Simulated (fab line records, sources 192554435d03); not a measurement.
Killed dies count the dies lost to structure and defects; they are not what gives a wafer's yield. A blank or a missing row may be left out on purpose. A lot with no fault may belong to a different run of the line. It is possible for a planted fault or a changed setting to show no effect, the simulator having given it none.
fab line records ; flow n5_finfet
[record] lots = 11; wafers = 33; last_day = 18
route steps=1938 shown BEOL_M13@1691 BEOL_M14@1716 PASSIVATION@1936
lots that met no fault: taken from a fault-free run of the same line
start_h: hours from the record's first day to the start of the lot's first wafer shown ; wait_h: how many hours have passed since the lot's step before this one ; " as in the row above ; L1.1+2: a single row standing in for several wafers ; - either no value or no given start ; * or withheld: withheld ; < > ~ a bound
route shown NAME@n: NAME is a module with steps in the file, n the number in the route of the first one ; usual: mean/standard deviation taken from wafers without a fault ; same: alike in all rows ; chamber/n: place in a boat ; sites: per-site readings ; _std_site: their standard deviation ; _edge_site: mean of outer sites minus mean of inner sites ; radius_mm: for every site, how far away it sits from the centre of the wafer ; mask NAME#n: copy n ; behind: tool/chamber where the wafer was last shaped ; hold: the reason the lot was held/the length of the hold in hours/how it ended ; device: names the non-switching transistor (n, p or np) ; end of line: the same wafers' tests at the end of the route ; a step given without rows: its recipe and nothing more ; killed: not the wafer's yield, but the dies lost to structure and defects at the first sort ; map: per-die view of a wafer (x killed, . not killed, _ where there is no die)
set.NAME: the setting as run; set.NAME@STEP: as run at that earlier step ; model.NAME: the simulator's own value behind a step, which no gauge read
route steps across a sampled set of lots; one table per step, one row per wafer
services: from which hour (start_h, from the record's first day; less than 0 if before it) a tool's chamber was out of use, for how many hours, and why
[[steps]]
[step N5_BEOL_M13_INSPECT_30]
[recipe] mode = adi; inspect_instrument = macro
[usual] raw_defect_count = 1.9/1.2
lot.wafer;tool;chamber;start_h;wait_h;raw_defect_count
L873.3;defect_inspect-01;-;227.43;0.0;2
L873.5;defect_inspect-01;-;227.43;0.0;3
L873.6;defect_inspect-01;-;227.43;0.0;1
L876.2;defect_inspect-02;-;250.81;0.0;2
L876.3;defect_inspect-02;-;250.81;0.0;2
L876.4;defect_inspect-02;-;250.81;0.0;1
L877.3;defect_inspect-01;-;265.97;0.0;0
L877.4;defect_inspect-01;-;265.97;0.0;0
L877.6;defect_inspect-01;-;265.97;0.0;3
L879.1;defect_inspect-02;-;283.27;0.0;1
L879.2;defect_inspect-02;-;283.27;0.0;1
L879.3;defect_inspect-02;-;283.27;0.0;3
L881.2;defect_inspect-01;-;283.56;0.0;2
L881.3;defect_inspect-01;-;283.56;0.0;1
L881.6;defect_inspect-01;-;283.56;0.0;0
L887.1;defect_inspect-01;-;313.23;0.0;1
L887.2;defect_inspect-01;-;313.23;0.0;1
L887.3;defect_inspect-01;-;313.23;0.0;1
L890.3;defect_inspect-02;-;341.44;0.0;1
L890.4;defect_inspect-02;-;341.44;0.0;2
L890.6;defect_inspect-02;-;341.44;0.0;2
L892.1;defect_inspect-02;-;351.21;0.0;1
L892.4;defect_inspect-02;-;351.21;0.0;0
L892.6;defect_inspect-02;-;351.21;0.0;2
L891.2;defect_inspect-01;-;358.13;0.0;0
L891.4;defect_inspect-01;-;358.13;0.0;1
L891.6;defect_inspect-01;-;358.13;0.0;1
L893.1;defect_inspect-02;-;372.40;0.0;2
L893.2;defect_inspect-02;-;372.40;0.0;3
L893.3;defect_inspect-02;-;372.40;0.0;1
L896.2;defect_inspect-02;-;383.47;0.0;3
L896.4;defect_inspect-02;-;383.47;0.0;4
L896.5;defect_inspect-02;-;383.47;0.0;0
[step N5_BEOL_M13_STRIP_37]
[recipe] chemistry = N2/H2; power_w = 1000; temp_c = 250; h2_frac = 0.65; overash_fraction = 0.3; pressure_mtorr = withheld; n2_flow_sccm = 1750; h2_flow_sccm = 3250
[usual] drypump_motor_current_A = 5.55/0.16; h2_flow_sccm = 3249/9.3; heater_power_w = 341/26; oes_product_au = 0.784/0.01
lot.wafer;tool;chamber;start_h;wait_h;drypump_motor_current_A;h2_flow_sccm;heater_power_w;oes_product_au;rf_hours_counter_h
L873.3;plasma_asher-02;0;228.10;0.1;5.64;3254;331;0.798;-
L873.5;plasma_asher-02;0;228.10;0.1;5.59;3257;332;0.781;-
L873.6;plasma_asher-02;1;228.10;0.1;5.60;3249;340;0.780;-
L876.2;plasma_asher-01;0;251.46;0.0;5.28;3231;386;0.780;71
L876.3;plasma_asher-01;1;251.46;0.0;5.70;3257;311;0.781;-
L876.4;plasma_asher-01;0;251.46;0.0;5.28;3251;372;0.781;-
L877.3;plasma_asher-02;0;266.64;0.1;5.67;3245;336;0.791;-
L877.4;plasma_asher-02;1;266.64;0.1;5.55;3243;351;0.782;-
L877.6;plasma_asher-02;1;266.64;0.1;5.55;3250;347;0.777;-
L879.1;plasma_asher-02;0;283.92;0.0;5.67;3256;335;0.800;127
L879.2;plasma_asher-02;1;283.92;0.0;5.56;3252;349;0.765;127
L879.3;plasma_asher-02;1;283.92;0.0;5.56;3253;341;0.801;-
L881.2;plasma_asher-01;0;284.21;0.0;5.32;3253;378;0.773;79
L881.3;plasma_asher-01;0;284.21;0.0;5.29;3239;376;0.775;-
L881.6;plasma_asher-01;1;284.21;0.0;5.72;3242;306;0.783;-
L887.1;plasma_asher-01;1;313.91;0.0;5.71;3258;301;0.800;84
L887.2;plasma_asher-01;0;313.91;0.0;5.31;3255;376;0.787;84
L887.3;plasma_asher-01;0;313.91;0.0;5.29;3249;367;0.788;-
L890.3;plasma_asher-01;0;342.24;0.1;5.22;3248;377;0.778;-
L890.4;plasma_asher-01;1;342.24;0.1;5.69;3252;303;0.780;-
L890.6;plasma_asher-01;0;342.24;0.1;5.24;3239;379;0.777;-
L892.1;plasma_asher-02;0;351.86;0.0;5.61;3259;336;0.761;140
L892.4;plasma_asher-02;0;351.86;0.0;5.68;3252;330;0.787;-
L892.6;plasma_asher-02;0;351.86;0.0;5.67;3240;332;0.774;-
L891.2;plasma_asher-01;1;358.78;0.0;5.68;3240;308;0.790;93
L891.4;plasma_asher-01;0;358.78;0.0;5.28;3262;382;0.780;-
L891.6;plasma_asher-01;1;358.78;0.0;5.69;3234;313;0.765;-
L893.1;plasma_asher-02;0;373.05;0.0;5.65;3245;338;0.778;145
L893.2;plasma_asher-02;1;373.05;0.0;5.55;3241;338;0.784;145
L893.3;plasma_asher-02;0;373.05;0.0;5.64;3237;326;0.780;-
L896.2;plasma_asher-02;0;384.12;0.0;5.65;3250;330;0.790;147
L896.4;plasma_asher-02;0;384.12;0.0;5.63;3240;334;0.777;-
L896.5;plasma_asher-02;1;384.12;0.0;5.57;3259;346;0.783;-
[step N5_BEOL_M13_INSPECT_55]
[recipe] inspect_instrument = darkfield; mode = post_dep
[usual] raw_defect_count = 74/25
lot.wafer;tool;chamber;start_h;wait_h;raw_defect_count
L873.3;defect_inspect-02;-;233.49;0.0;99
L873.5;defect_inspect-02;-;233.49;0.0;62
L873.6;defect_inspect-02;-;233.49;0.0;56
L876.2;defect_inspect-02;-;260.67;0.0;62
L876.3;defect_inspect-02;-;260.67;0.0;66
L876.4;defect_inspect-02;-;260.67;0.0;59
L877.3;defect_inspect-02;-;268.98;0.0;46
L877.4;defect_inspect-02;-;268.98;0.0;82
L877.6;defect_inspect-02;-;268.98;0.0;94
L879.1;defect_inspect-02;-;288.01;0.0;72
L879.2;defect_inspect-02;-;288.01;0.0;73
L879.3;defect_inspect-02;-;288.01;0.0;53
L881.2;defect_inspect-02;-;288.83;0.0;134
L881.3;defect_inspect-02;-;288.83;0.0;100
L881.6;defect_inspect-02;-;288.83;0.0;82
L887.1;defect_inspect-01;-;316.29;0.0;68
L887.2;defect_inspect-01;-;316.29;0.0;66
L887.3;defect_inspect-01;-;316.29;0.0;133
L890.3;defect_inspect-01;-;345.17;0.0;70
L890.4;defect_inspect-01;-;345.17;0.0;55
L890.6;defect_inspect-01;-;345.17;0.0;68
L892.1;defect_inspect-02;-;356.22;0.0;56
L892.4;defect_inspect-02;-;356.22;0.0;53
L892.6;defect_inspect-02;-;356.22;0.0;58
L891.2;defect_inspect-01;-;364.61;0.0;157
L891.4;defect_inspect-01;-;364.61;0.0;104
L891.6;defect_inspect-01;-;364.61;0.0;112
L893.1;defect_inspect-02;-;375.57;0.0;70
L893.2;defect_inspect-02;-;375.57;0.0;95
L893.3;defect_inspect-02;-;375.57;0.0;99
L896.2;defect_inspect-01;-;389.13;0.0;51
L896.4;defect_inspect-01;-;389.13;0.0;91
L896.5;defect_inspect-01;-;389.13;0.0;39
[step N5_BEOL_M14_ILD_DEP_00]
[recipe] material = SiO2; target_thk_a = 11193; temp_c = 400; precursor = TEOS/O2; pressure_torr = 6.5; rf_w = 900; teos_flow_sccm = 161.4; gas = O2; flow_sccm = 2650; time_s = 237.4
[usual] heater_power_w = 597/110; showerhead_plenum_p_Torr = 8.357/0.028; throttle_valve_pct = 18.6/1.1
lot.wafer;tool;chamber;start_h;wait_h;heater_power_w;showerhead_plenum_p_Torr;throttle_valve_pct
L873.3;pecvd-03;0;233.52;0.0;586;8.393;18.8
L873.5;pecvd-03;0;233.52;0.0;454;8.402;18.7
L873.6;pecvd-03;2;233.52;0.0;527;8.374;16.7
L876.2;pecvd-03;1;260.70;0.0;547;8.298;18.0
L876.3;pecvd-03;2;260.70;0.0;604;8.371;16.9
L876.4;pecvd-03;2;260.70;0.0;674;8.336;17.1
L877.3;pecvd-04;0;269.10;0.1;622;8.391;20.5
L877.4;pecvd-04;1;269.10;0.1;614;8.320;19.7
L877.6;pecvd-04;1;269.10;0.1;702;8.295;19.5
L879.1;pecvd-03;2;288.05;0.0;660;8.389;16.8
L879.2;pecvd-03;1;288.05;0.0;517;8.325;18.0
L879.3;pecvd-03;1;288.05;0.0;578;8.312;18.6
L881.2;pecvd-03;1;288.87;0.0;577;8.310;18.3
L881.3;pecvd-03;2;288.87;0.0;626;8.377;17.1
L881.6;pecvd-03;2;288.87;0.0;658;8.376;16.7
L887.1;pecvd-04;0;316.33;0.0;635;8.379;20.3
L887.2;pecvd-04;2;316.33;0.0;472;8.379;18.1
L887.3;pecvd-04;1;316.33;0.0;690;8.321;19.2
L890.3;pecvd-01;2;345.21;0.0;543;8.352;18.0
L890.4;pecvd-01;0;345.21;0.0;862;8.341;17.9
L890.6;pecvd-01;1;345.21;0.0;648;8.364;19.2
L892.1;pecvd-04;0;356.25;0.0;529;8.391;20.3
L892.4;pecvd-04;1;356.25;0.0;732;8.316;19.5
L892.6;pecvd-04;2;356.25;0.0;475;8.355;18.1
L891.2;pecvd-04;0;364.65;0.0;592;8.391;20.3
L891.4;pecvd-04;1;364.65;0.0;734;8.309;19.6
L891.6;pecvd-04;0;364.65;0.0;659;8.398;20.5
L893.1;pecvd-01;0;375.61;0.0;832;8.335;18.0
L893.2;pecvd-01;2;375.61;0.0;426;8.353;17.8
L893.3;pecvd-01;1;375.61;0.0;570;8.370;19.4
L896.2;pecvd-04;0;389.17;0.0;623;8.397;20.7
L896.4;pecvd-04;2;389.17;0.0;580;8.379;17.9
L896.5;pecvd-04;2;389.17;0.0;467;8.367;18.0
[step N5_BEOL_M14_THK_MEAS_01]
[recipe] reads = SiO2_of_BEOL_M14_ILD_DEP_00
[usual] M14_ILD_THK = 1127/18
lot.wafer;tool;chamber;start_h;wait_h;M14_ILD_THK[nm]
L873.3;film_metro-01;-;233.71;0.1;1118
L873.5;film_metro-01;-;233.71;0.1;1131
L873.6;film_metro-01;-;233.71;0.1;1136
L876.2;film_metro-02;-;260.89;0.1;1106
L876.3;film_metro-02;-;260.89;0.1;1142
L876.4;film_metro-02;-;260.89;0.1;1170
L877.3;film_metro-01;-;269.29;0.1;1139
L877.4;film_metro-01;-;269.29;0.1;1114
L877.6;film_metro-01;-;269.29;0.1;1111
L879.1;film_metro-01;-;288.32;0.2;1662
L879.2;film_metro-01;-;288.32;0.2;1631
L879.3;film_metro-01;-;288.32;0.2;1649
L881.2;film_metro-01;-;289.14;0.2;1634
L881.3;film_metro-01;-;289.14;0.2;1683
L881.6;film_metro-01;-;289.14;0.2;1652
L887.1;film_metro-01;-;316.52;0.1;1132
L887.2;film_metro-01;-;316.52;0.1;1113
L887.3;film_metro-01;-;316.52;0.1;1105
L890.3;film_metro-01;-;345.40;0.1;1130
L890.4;film_metro-01;-;345.40;0.1;1149
L890.6;film_metro-01;-;345.40;0.1;1174
L892.1;film_metro-02;-;356.44;0.1;1114
L892.4;film_metro-02;-;356.44;0.1;1113
L892.6;film_metro-02;-;356.44;0.1;1128
L891.2;film_metro-02;-;364.84;0.1;1132
L891.4;film_metro-02;-;364.84;0.1;1117
L891.6;film_metro-02;-;364.84;0.1;1117
L893.1;film_metro-01;-;375.80;0.1;1122
L893.2;film_metro-01;-;375.80;0.1;1108
L893.3;film_metro-01;-;375.80;0.1;1138
L896.2;film_metro-02;-;389.43;0.2;1123
L896.4;film_metro-02;-;389.43;0.2;1143
L896.5;film_metro-02;-;389.43;0.2;1130
[step N5_PASSIVATION_PROBE_49]
[usual] defect_limited_yield = 91.2/1.6; killed_at_M0_to_M3 = 34/11; killed_at_M4_up = 13/5.2; killed_at_contacts = 13/6.3; killed_at_front_end = 40/14; killed_at_other = 3.2/2.4; killed_dies = 104/19; killed_open = 69/14; killed_short = 32/7.5; sort_bin_5_function = 5.3/1.1; sort_bin_6_memory = 3.2/0.73; sort_bin_8_speed = 0.01/0.038; sort_n_pass = 1076/19
[same] gross_dies = 1180; killed_at_back_side = 0; sort_bin_4_leakage[%] = 0
lot.wafer;tool;chamber;start_h;wait_h;defect_limited_yield[%];killed_at_M0_to_M3;killed_at_M4_up;killed_at_contacts;killed_at_front_end;killed_at_other;killed_dies;killed_open;killed_short;sort_bin_5_function[%];sort_bin_6_memory[%];sort_bin_8_speed[%];sort_n_pass
L877.3;prober-01;-;297.01;0.1;93.6;29;9;11;24;2;75;46;27;3.9;2.1;0.25;1102
L877.4;prober-01;-;297.06;0.2;93.0;25;8;17;31;2;83;54;28;3.8;3.0;0;1097
L877.6;prober-01;-;297.16;0.3;92.7;27;9;19;31;0;86;58;23;4.2;2.7;0;1094
L887.2;prober-02;-;347.45;0.1;86.9;49;5;7;88;5;154;99;53;7.8;5.1;0;1026
L887.3;prober-02;-;347.50;0.1;89.2;62;12;3;44;6;127;80;42;6.1;4.0;0;1053
L890.3;prober-01;-;369.46;0.1;91.4;28;17;16;39;2;102;62;37;5.3;3.1;0;1078
// killed by level:class
L877.3 STI_FIN_REVEAL:geometric_particle:open=13 BEOL_M0_SAQP:geometric_particle:short=8 MOL_CONTACT_COAG:geometric_particle:open=6 MOL_CONTACT_COAG:geometric_particle:short=5 BEOL_M0:geometric_particle:open=5 STI_FIN_REVEAL:geometric_particle:short=4 BEOL_M0_SAQP:geometric_particle:open=4 BEOL_M2:geometric_particle:open=3
L877.4 MOL_CONTACT_COAG:geometric_particle:open=14 BEOL_M0_SAQP:geometric_particle:open=6 ILD0:geometric_particle:open=5 FIN_SAQP:geometric_particle:open=4 BEOL_M0_SAQP:geometric_particle:short=4 BEOL_M3:geometric_particle:short=4 BEOL_M3:geometric_particle:open=4 STARTING-WAFER:geometric_particle:short=4
L877.6 MOL_CONTACT_COAG:geometric_particle:open=16 BEOL_M3:geometric_particle:open=13 STI_FIN_REVEAL:geometric_particle:open=9 BEOL_M0_SAQP:geometric_particle:short=6 FIN_SAQP:geometric_particle:short=4 GATE_CUT:geometric_particle:short=4 MOL_CONTACT_COAG:geometric_particle:short=3 BEOL_M0_SAQP:geometric_particle:open=3
L887.2 STI_FIN_REVEAL:geometric_particle:open=31 FIN_SAQP:geometric_particle:open=15 FIN_SAQP:geometric_particle:short=14 BEOL_M0_SAQP:geometric_particle:open=13 BEOL_M0_SAQP:geometric_particle:short=13 BEOL_M2:geometric_particle:open=10 STI_FIN_REVEAL:geometric_particle:short=7 BEOL_M1:geometric_particle:open=6
L887.3 BEOL_M0_SAQP:geometric_particle:short=21 BEOL_M0_SAQP:geometric_particle:open=19 FIN_SAQP:geometric_particle:open=10 STI_FIN_REVEAL:geometric_particle:open=10 BEOL_M4:geometric_particle:open=9 BEOL_M2:geometric_particle:open=8 FIN_SAQP:geometric_particle:short=5 BEOL_M1:geometric_particle:open=4
L890.3 MOL_CONTACT_COAG:geometric_particle:open=12 BEOL_M4:geometric_particle:open=8 FIN_SAQP:geometric_particle:short=7 GATE_CUT:geometric_particle:short=7 DUMMY_GATE:geometric_particle:open=6 BEOL_M1:geometric_particle:open=6 BEOL_M5:geometric_particle:open=6 STI_FIN_REVEAL:geometric_particle:open=5
[[services]]
tool;chamber;start_h;hours;kind
plasma_asher-01;-;213.40;2.8;pm
pecvd-03;0;235.93;5.5;scheduled_down
pecvd-01;-;238.21;2.8;pm
pecvd-01;-;243.67;0.6;repair
pecvd-04;2;249.13;-;clean
pecvd-04;2;249.13;29.5;scheduled_down
pecvd-04;2;249.13;29.5;vent_cycle
plasma_asher-02;-;253.43;0.5;repair
pecvd-04;0;278.63;2.1;scheduled_down
pecvd-03;0;283.70;23.4;repair
pecvd-04;1;284.57;2.1;scheduled_down
pecvd-04;-;285.18;6.0;pm
pecvd-04;2;298.18;-;calibration
pecvd-03;0;316.27;5.0;scheduled_down
plasma_asher-02;-;327.49;2.1;repair
pecvd-03;-;338.65;6.0;pm
pecvd-01;2;358.04;2.1;scheduled_down
pecvd-03;0;370.54;16.5;scheduled_down
pecvd-04;1;383.62;-;clean
pecvd-04;1;383.62;-;consumable_replace:showerhead
pecvd-04;1;383.62;29.0;scheduled_down
pecvd-04;1;383.62;29.0;vent_cycle
[[key]]
[first_sign] step = N5_BEOL_M14_THK_MEAS_01; reading = M14_ILD_THK; direction = up; sigmas = 30; usual = 1127; struck = 1652
effect none on later readings
met_at N5_BEOL_M14_ILD_DEP_00
struck_lots L879,L881
not_acting_at N5_BEOL_M13_INSPECT_30,N5_BEOL_M13_STRIP_37,N5_BEOL_M13_INSPECT_55
onset_between 260.70 288.05
[earlier_fault] kind = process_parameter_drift; tool = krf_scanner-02; chamber = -; onset_h = 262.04; steps = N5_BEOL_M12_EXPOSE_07; channel = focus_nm; offset = 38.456; spread_by_wafer = 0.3; shape = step
[fault] kind = process_parameter_drift; tool = pecvd-03; chamber = -; onset_h = 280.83; steps = N5_BEOL_M14_ILD_DEP_00; channel = target_thk_a; offset = *; shape = step; acts_in = *; stated = *
